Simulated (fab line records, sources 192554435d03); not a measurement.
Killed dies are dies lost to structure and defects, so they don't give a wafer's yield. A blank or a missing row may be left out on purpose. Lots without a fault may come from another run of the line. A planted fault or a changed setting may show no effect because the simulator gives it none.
Which tool did it? | flow n5_finfet | 12 lots, 36 wafers sampled, at 1 step of a route of 1938

WHAT THE GAUGES READ, wafer by wafer
N5_BEOL_M14_THK_MEAS_01.
lot  | measured     | on            | M14_ILD_THK (nm)
L074 | day 11 08:42 | film_metro-01 | 1111 1123 1131
L076 | day 11 11:08 | film_metro-02 | 1118 1119 1138
L078 | day 12 01:57 | film_metro-01 | 1113 1118 1132
L081 | day 12 11:37 | film_metro-01 | 1085 1108 1142
L083 | day 12 23:32 | film_metro-01 | 1135 1132 1122
L085 | day 13 17:17 | film_metro-01 | 1087 1074 1099
L087 | day 14 19:08 | film_metro-01 | 1072 1095 1122
L088 | day 15 04:19 | film_metro-02 | 1116 1141 1108
L091 | day 15 11:33 | film_metro-01 | 1088 1128 1136
L094 | day 16 02:15 | film_metro-02 | 1120 1131 1140
L095 | day 16 04:01 | film_metro-01 | 1116 1140 1129
L097 | day 17 14:48 | film_metro-02 | 1086 1110 1123

WHICH TOOL RAN EACH LOT (tool, then ch and the chambers of the sampled wafers, then the start)
The record holds no process step before these readings.

THE ANSWER, worked out from the rows above alone
Rule: what is usual is taken from the lots themselves. Put in order of their means at a reading, lots are off if they are a third of the lots or fewer, leave a main group of 4 or more, and stand apart from it by a gap of 3 or more times the standard deviation of the main group's means; of several such gaps the widest counts. A main group whose means are all the same, to the digits that the tables above print for the reading, isn't used. A lot without any number at a reading at which 4 lots or more have one is off too. The other lots that the step has rows for count as sound.
No lot is off at any reading shown: from this, nothing can be told.

WHAT THE SIMULATOR HAD PUT IN
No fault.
